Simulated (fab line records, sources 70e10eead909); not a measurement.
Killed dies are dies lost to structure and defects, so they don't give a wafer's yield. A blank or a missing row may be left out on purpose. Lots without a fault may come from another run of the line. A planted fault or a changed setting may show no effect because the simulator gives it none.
fab line records | flow nand_harc
record lots=6 wafers=18 last_day=23
route steps=1159 shown THIN_TSV@1139
lots that met no fault: from a run of the same line without faults
start_h: hours from the record's first day to the start of the lot's first wafer shown | wait_h: hours since the lot's step before | " the same as in the row above | L1.1+2: a row that stands for several wafers | - no value, or no start given | * or withheld: withheld | < > ~ a bound
route shown NAME@n: a module of which the file shows steps, and the number in the route of the first | usual: mean/standard deviation of fault-free wafers | same: alike in all rows | chamber/n: place in a boat | sites: the reading at each site | _std_site: their standard deviation | _edge_site: outer sites' mean less inner sites' | radius_mm: how far each site lies from the wafer's centre | mask NAME#n: copy n | behind: the tool/chamber that last shaped the wafer | hold: why the lot was held/for how many hours/how that ended | device: the transistor (n, p or np) that didn't switch | end of line: the same wafers' tests at the end of the route | a step without rows: its recipe alone | killed: dies lost to structure and defects at the first sort, not the wafer's yield | map: a wafer's dies, x killed, . not, _ none there
set.NAME: the setting as run; set.NAME@STEP: as run at that earlier step | model.NAME: the simulator's own value behind a step, which no gauge read
lots at some steps of the route; a table a step, a row a wafer
services: from which hour (start_h, from the record's first day; less than 0 if before it) a tool's chamber was out of use, for how many hours, and why
## steps
# step NHARC_THIN_TSV_PVD_24
# recipe target_thk_a=8000 power_w=withheld chamber_pressure_pa=withheld substrate_temp_c=withheld time_s=withheld gas=Ar material=Al
# step NHARC_THIN_TSV_DEHYDRATE_25
# recipe temp_c=150 time_s=120
# step NHARC_THIN_TSV_HMDS_26
# recipe time_s=30
# step NHARC_THIN_TSV_COAT_27
# recipe spin_rpm=*
# step NHARC_THIN_TSV_SOFTBAKE_28
# recipe temp_c=122 time_s=95
# step NHARC_THIN_TSV_EBR_29
# step NHARC_THIN_TSV_EXPOSE_30
# recipe na=0.55 dose_mj=11.47 mask_id=PAD
# step NHARC_THIN_TSV_PEB_31
# recipe peb_temp_c=118 peb_time_s=85
# step NHARC_THIN_TSV_DEVELOP_32
# recipe time_s=70
# step NHARC_THIN_TSV_CD_MEAS_33
# recipe target_cd_nm=5000 landing_energy_ev=500
# usual cd_nm=5000.7/3
# columns lot.wafer tool chamber start_h wait_h cd_nm
L192.1 cd_sem-01 0 438.05 - 4996.9
L192.2 " 0 " " 4999.1
L192.5 " 0 " " 4999.7
L193.1 cd_sem-02 0 457.08 - 4998.2
L193.2 " 0 " " 5000.2
L193.6 " 0 " " 4997.7
L197.1 cd_sem-03 0 485.24 - 4997.5
L197.3 " 0 " " 4999.8
L197.5 " 0 " " 4998.0
L200.2 cd_sem-03 0 521.52 - 5003.6
L200.5 " 0 " " 5000.3
L200.6 " 0 " " 5005.9
L203.2 cd_sem-02 0 532.20 - 5000.2
L203.3 " 0 " " 4999.4
L203.6 " 0 " " 5001.8
L207.2 cd_sem-01 0 540.09 - 5001.1
L207.4 " 0 " " 4999.0
L207.5 " 0 " " 5003.0
# step NHARC_THIN_TSV_HARDBAKE_34
# recipe temp_c=125 time_s=80
# step NHARC_THIN_TSV_DESCUM_35
# recipe time_s=3 o2_flow_sccm=200 ar_flow_sccm=0 bias_power_w=0 chemistry=O2
# usual drypump_motor_current_A=5.9/0.43 oes_product_au=0.998/0.012 rf_vpp_V=57.8/0.89 showerhead_plenum_p_Torr=1.90/0.077 throttle_valve_pct=11.312/0.0083
# same bias_power_w=0 time_s=3
# columns lot.wafer tool chamber start_h wait_h drypump_motor_current_A oes_product_au rf_hours_counter_h rf_vpp_V showerhead_plenum_p_Torr throttle_valve_pct
L192.1 rie_diel-06 1 438.22 - 6.5 1.019 1 57.2 1.87 11.321
L192.2 " 3 " " 5.5 1.021 1 57.6 1.95 11.321
L192.5 " 1 " " 6.5 1.020 - 57.0 1.87 11.315
L193.2 rie_diel-08 1 457.26 - 5.4 0.984 16 56.9 1.90 11.317
L193.1 " 2 " " 6.0 0.987 15 56.8 1.80 11.310
L193.6 " 3 " " 5.6 0.996 - 57.8 1.87 11.310
L197.1 rie_diel-06 0 485.40 - 6.2 0.993 4 58.8 2.02 11.312
L197.3 " 3 " " 5.5 1.013 4 57.2 1.95 11.307
L197.5 " 1 " " 6.5 0.999 - 58.7 1.87 11.318
L200.2 rie_diel-08 0 521.70 - 6.0 0.986 4 56.6 1.91 11.315
L200.5 " 2 " " 6.0 0.988 - 56.4 1.79 11.308
L200.6 " 3 " " 5.6 0.995 - 58.7 1.87 11.314
L203.3 rie_diel-06 2 532.37 - 5.7 0.982 8 58.2 1.84 11.310
L203.2 " 0 " " 6.2 0.987 8 58.2 2.02 11.311
L203.6 " 1 " " 6.5 1.008 - 56.9 1.87 11.297
L207.4 rie_diel-01 0 540.26 - 6.1 1.008 3 57.8 1.83 11.312
L207.2 " 2 " " 5.6 1.020 3 56.6 1.78 11.330
L207.5 " 3 " " 6.3 1.003 - 57.5 2.02 11.316
# step NHARC_THIN_TSV_ETCH_59
# recipe target_depth_a=8800 icp_w=900 bias_w=100 Cl2_flow_sccm=60 bcl3_flow_sccm=30 time_s=138.1 chemistry=Cl2/BCl3
# usual bias_w=100.00/0.29 drypump_motor_current_A=5.70/0.27 he_backside_leak_sccm=3.30/0.24 oes_product_au=1.003/0.011 throttle_valve_pct=22.264/0.0087
# same time_s=138.1
# columns lot.wafer tool chamber start_h wait_h bias_w drypump_motor_current_A he_backside_leak_sccm oes_product_au rf_hours_counter_h throttle_valve_pct
L192.2 rie_metal-02 0 438.34 0.1 100.06 5.55 3.27 1.022 1.1 22.283
L192.1 " 1 " " 99.88 5.96 3.34 0.992 1.1 22.267
L192.5 " 0 " " 99.73 5.57 3.33 1.022 - 22.262
L193.1 rie_metal-02 1 457.36 0.1 99.97 5.90 3.26 0.994 2.0 22.269
L193.2 " 0 " " 100.17 5.56 3.12 1.023 2.0 22.275
L193.6 " 0 " " 99.57 5.59 3.18 1.023 - 22.256
L197.1 rie_metal-02 0 485.56 0.2 100.15 5.59 3.28 1.022 2.9 22.246
L197.3 " 1 " " 99.98 5.94 3.38 0.992 - 22.258
L197.5 " 1 " " 99.98 5.97 3.59 0.997 - 22.258
L200.2 rie_metal-03 0 521.84 0.1 100.01 5.37 3.35 0.983 1.6 22.272
L200.5 " 1 " " 100.27 5.60 3.18 1.004 - 22.268
L200.6 " 0 " " 99.75 5.37 3.29 0.992 - 22.277
L203.2 rie_metal-03 0 532.52 0.1 99.22 5.39 3.00 0.995 2.1 22.251
L203.3 " 1 " " 99.79 5.57 3.23 1.002 - 22.241
L203.6 " 0 " " 99.71 5.38 3.22 0.920 - 22.249
L207.2 rie_metal-03 0 540.41 0.1 100.17 5.37 3.29 1.002 2.3 22.261
L207.4 " 1 " " 99.75 5.61 3.25 0.932 - 22.253
L207.5 " 1 " " 100.09 5.59 3.34 1.012 - 22.254
# step NHARC_THIN_TSV_ETCH_36
# recipe target_depth_a=650 over_etch_frac=0.3 time_s=18.571 ion_energy_ev=150 chemistry=Cl2/BCl3
# usual drypump_motor_current_A=5.70/0.28 he_backside_leak_sccm=3.30/0.3 oes_product_au=1.006/0.013
# same time_s=18.571
# columns lot.wafer tool chamber start_h wait_h drypump_motor_current_A he_backside_leak_sccm oes_product_au rf_hours_counter_h
L192.1 rie_metal-02 0 438.60 0.2 5.57 3.06 1.029 1.2
L192.2 " 1 " " 5.95 3.53 0.990 1.2
L192.5 " 1 " " 5.93 3.89 0.990 -
L193.1 rie_metal-02 0 457.62 0.2 5.55 3.07 1.031 2.2
L193.2 " 1 " " 5.91 3.39 1.003 2.2
L193.6 " 1 " " 5.92 3.38 0.995 -
L197.1 rie_metal-02 0 485.79 0.2 5.59 3.30 1.016 3.1
L197.3 " 1 " " 5.95 3.42 1.003 -
L197.5 " 0 " " 5.58 3.23 1.033 -
L200.2 rie_metal-03 1 522.07 0.2 5.59 3.27 1.011 1.8
L200.6 " 0 " " 5.37 3.07 0.999 -
L200.5 " 1 " " 5.59 3.26 1.003 -
L203.2 rie_metal-03 1 532.74 0.2 5.60 3.27 1.014 2.2
L203.3 " 0 " " 5.37 3.19 0.994 -
L203.6 " 0 " " 5.37 3.33 0.989 -
L207.2 rie_metal-03 1 540.64 0.2 5.60 3.33 1.026 2.5
L207.4 " 0 " " 5.37 3.30 1.011 -
L207.5 " 1 " " 5.59 3.40 1.012 -
## services
# columns tool chamber start_h hours kind
rie_metal-03 1 415.86 29.1 repair
rie_diel-08 2 417.84 3.3 repair
rie_diel-06 0 418.22 9.0 vent_cycle
rie_diel-06 1 418.22 9.0 vent_cycle
rie_diel-06 2 418.22 9.0 vent_cycle
rie_diel-08 3 420.08 9.9 repair
rie_diel-06 0 427.22 - clean
rie_diel-06 1 427.22 - clean
rie_diel-06 2 427.22 - clean
rie_diel-06 3 427.22 - clean
rie_diel-06 0 451.72 - clean
rie_diel-06 1 451.72 - clean
rie_diel-06 2 451.72 - clean
rie_diel-06 3 451.72 - clean
rie_metal-03 - 453.00 9.0 pm
rie_metal-03 0 453.00 9.0 vent_cycle
rie_metal-03 1 453.00 9.0 vent_cycle
rie_diel-06 3 454.67 5.0 repair
rie_metal-03 0 462.00 - clean
rie_metal-03 1 462.00 - clean
rie_diel-08 - 478.80 9.0 pm
rie_diel-01 - 491.80 9.0 pm
rie_diel-01 - 502.91 0.4 repair
rie_diel-08 - 530.97 2.5 repair
## key
first_sign step=NHARC_THIN_TSV_ETCH_59 reading=oes_product_au direction=down sigmas=6.8 usual=1.003 struck=0.926
effect none on later readings
met_at NHARC_THIN_TSV_ETCH_59
struck_wafers L203.6,L207.4
later_rows_left_out L203.6,L207.4
sort_left_out L203.6,L207.4
onset_between 521.84 532.52
fault kind=process_parameter_drift tool=rie_metal-03 chamber=- onset_h=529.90 steps=NHARC_THIN_TSV_ETCH_59 channel=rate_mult offset=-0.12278 shape=step end_h=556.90 scope=struck_wafers_only
# sort_left_out: the simulated sort isn't trusted on such a fault, so these wafers' sort isn't shown, and their yield isn't known
# later_rows_left_out: the simulator's readings of these wafers behind a module that went badly wrong aren't trusted and aren't shown, but for the sort
